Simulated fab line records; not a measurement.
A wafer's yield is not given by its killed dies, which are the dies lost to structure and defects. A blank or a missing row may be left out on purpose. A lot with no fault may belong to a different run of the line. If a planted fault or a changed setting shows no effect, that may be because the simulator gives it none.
Split-lot study :: flow n5_finfet :: 21 wafers read from 7 lots, route of 1938 steps

== SPLIT DETAILS ==
At N5_BEOL_M14_EXPOSE_07 (exposes mask V13), the setting dose_mj was moved away from the recipe's 57 on 6 of the 21 wafers read, by +2.0% to +5.2%. The other wafers ran this setting at the recipe's value.

== FROM THE SPLIT TO THE READING: what the file shows between them, 11 steps ==
- N5_BEOL_M14_PEB_08: peb time 90 s
- N5_BEOL_M14_DEVELOP_09: develop time 45 s
- N5_BEOL_M14_HARDBAKE_14: time 120 s
- N5_BEOL_M14_CD_MEAS_10: target cd 250 nm
- N5_BEOL_M14_DESCUM_15: chemistry O2, time 7.9 s
- N5_BEOL_M14_ETCH_59: etches BARC in N2/H2, target depth 89 nm, overetch 26.7 nm, time 67.9 s
- N5_BEOL_M14_VIA_ETCH_16: etches SiO2 in C4F8/O2/Ar, target depth 1231.3 nm
- N5_BEOL_M14_STRIP_63: strips in O2
- N5_BEOL_M14_STRIP_64: strips in O2
- N5_BEOL_M14_STRIP_71: strips in post etch residue remover, time 60 s
- N5_BEOL_M14_SRD_72: time 30 s, dry time 30 s

== THE READING ==
At N5_BEOL_M14_CD_MEAS_17: cd_nm in nanometres, against a target cd of 250 nm. Typical for fault-free wafers on this fab line: 250.9 nm, with standard deviation 2.2 nm.

wafer: L074.3
tool, chamber at the split: krf_scanner-01, 0
dose_mj as run: 57
against the recipe: recipe
cd_nm, nm: 252.5
against lot-mates on the recipe: -

wafer: L074.4
tool, chamber at the split: krf_scanner-01, 0
dose_mj as run: 59.65
against the recipe: +4.6%
cd_nm, nm: 259.5
against lot-mates on the recipe: +6.8

wafer: L074.6
tool, chamber at the split: krf_scanner-01, 0
dose_mj as run: 57
against the recipe: recipe
cd_nm, nm: 252.8
against lot-mates on the recipe: -

wafer: L075.1
tool, chamber at the split: krf_scanner-01, 0
dose_mj as run: 57
against the recipe: recipe
cd_nm, nm: 253.2
against lot-mates on the recipe: -

wafer: L075.3
tool, chamber at the split: krf_scanner-01, 0
dose_mj as run: 58.12
against the recipe: +2.0%
cd_nm, nm: 253.6
against lot-mates on the recipe: +0.4

wafer: L075.4
tool, chamber at the split: krf_scanner-01, 0
dose_mj as run: 58.12
against the recipe: +2.0%
cd_nm, nm: 257.0
against lot-mates on the recipe: +3.8

wafer: L077.1
tool, chamber at the split: krf_scanner-02, 0
dose_mj as run: 57
against the recipe: recipe
cd_nm, nm: 248.2
against lot-mates on the recipe: -

wafer: L077.3
tool, chamber at the split: krf_scanner-02, 0
dose_mj as run: 59.51
against the recipe: +4.4%
cd_nm, nm: 255.9
against lot-mates on the recipe: +7.7

wafer: L077.6
tool, chamber at the split: krf_scanner-02, 0
dose_mj as run: 59.51
against the recipe: +4.4%
cd_nm, nm: 258.3
against lot-mates on the recipe: +10.1

wafer: L085.2
tool, chamber at the split: krf_scanner-01, 0
dose_mj as run: 57
against the recipe: recipe
cd_nm, nm: 250.8
against lot-mates on the recipe: -

wafer: L085.3
tool, chamber at the split: krf_scanner-01, 0
dose_mj as run: 57
against the recipe: recipe
cd_nm, nm: 247.7
against lot-mates on the recipe: -

wafer: L085.4
tool, chamber at the split: krf_scanner-01, 0
dose_mj as run: 57
against the recipe: recipe
cd_nm, nm: 247.8
against lot-mates on the recipe: -

wafer: L086.2
tool, chamber at the split: krf_scanner-02, 0
dose_mj as run: 57
against the recipe: recipe
cd_nm, nm: 250.9
against lot-mates on the recipe: -

wafer: L086.3
tool, chamber at the split: krf_scanner-02, 0
dose_mj as run: 57
against the recipe: recipe
cd_nm, nm: 252.7
against lot-mates on the recipe: -

wafer: L086.5
tool, chamber at the split: krf_scanner-02, 0
dose_mj as run: 59.95
against the recipe: +5.2%
cd_nm, nm: 262.1
against lot-mates on the recipe: +10.3

wafer: L089.1
tool, chamber at the split: krf_scanner-02, 0
dose_mj as run: 57
against the recipe: recipe
cd_nm, nm: 249.7
against lot-mates on the recipe: -

wafer: L089.4
tool, chamber at the split: krf_scanner-02, 0
dose_mj as run: 57
against the recipe: recipe
cd_nm, nm: 255.8
against lot-mates on the recipe: -

wafer: L089.6
tool, chamber at the split: krf_scanner-02, 0
dose_mj as run: 57
against the recipe: recipe
cd_nm, nm: 253.8
against lot-mates on the recipe: -

wafer: L093.1
tool, chamber at the split: krf_scanner-02, 0
dose_mj as run: 57
against the recipe: recipe
cd_nm, nm: 247.3
against lot-mates on the recipe: -

wafer: L093.5
tool, chamber at the split: krf_scanner-02, 0
dose_mj as run: 57
against the recipe: recipe
cd_nm, nm: 247.1
against lot-mates on the recipe: -

wafer: L093.6
tool, chamber at the split: krf_scanner-02, 0
dose_mj as run: 57
against the recipe: recipe
cd_nm, nm: 250.0
against lot-mates on the recipe: -

THE FIT
A straight line over all 21 wafers: cd_nm changes by +1.83 nm for each +1% of dose_mj; r = +0.81; the points scatter about the line by 2.5 nm.
The same after taking each lot's own level away (the mean of its wafers on the recipe; 21 wafers): +1.84 nm for each +1%; r = +0.91; scatter 1.6 nm.
The reading moves by 9.5 nm for the largest change in dose_mj, on that fit.
From 248.13 to 253.20 nm: that is the span of the lots' own levels, equal to 2.3 times the standard deviation above.
The two slopes are in agreement: the lot-to-lot level therefore moves the slope only a little.
Check: +9.03 nm against its lot-mates is what the line predicts for one of the wafers moved furthest among these (+5.2%) when that wafer is left out of the fit. It came out at +10.3 nm against them.

== THE WHOLE CHAIN: every reading that the file lists as answering this split, in the file's order ==
step: N5_BEOL_M14_CD_MEAS_10
what it does: target cd 250 nm
reading: cd_nm
change (the file's fit): +1.85 nm for each +1% of the setting
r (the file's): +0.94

step: N5_BEOL_M14_CD_MEAS_17
what it does: target cd 250 nm
reading: cd_nm
change (the file's fit): +1.79 nm for each +1% of the setting
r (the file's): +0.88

== THE FILE'S OWN FIT ==
cd_nm changes by +1.79 nm for each +1% of dose_mj, r = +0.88.
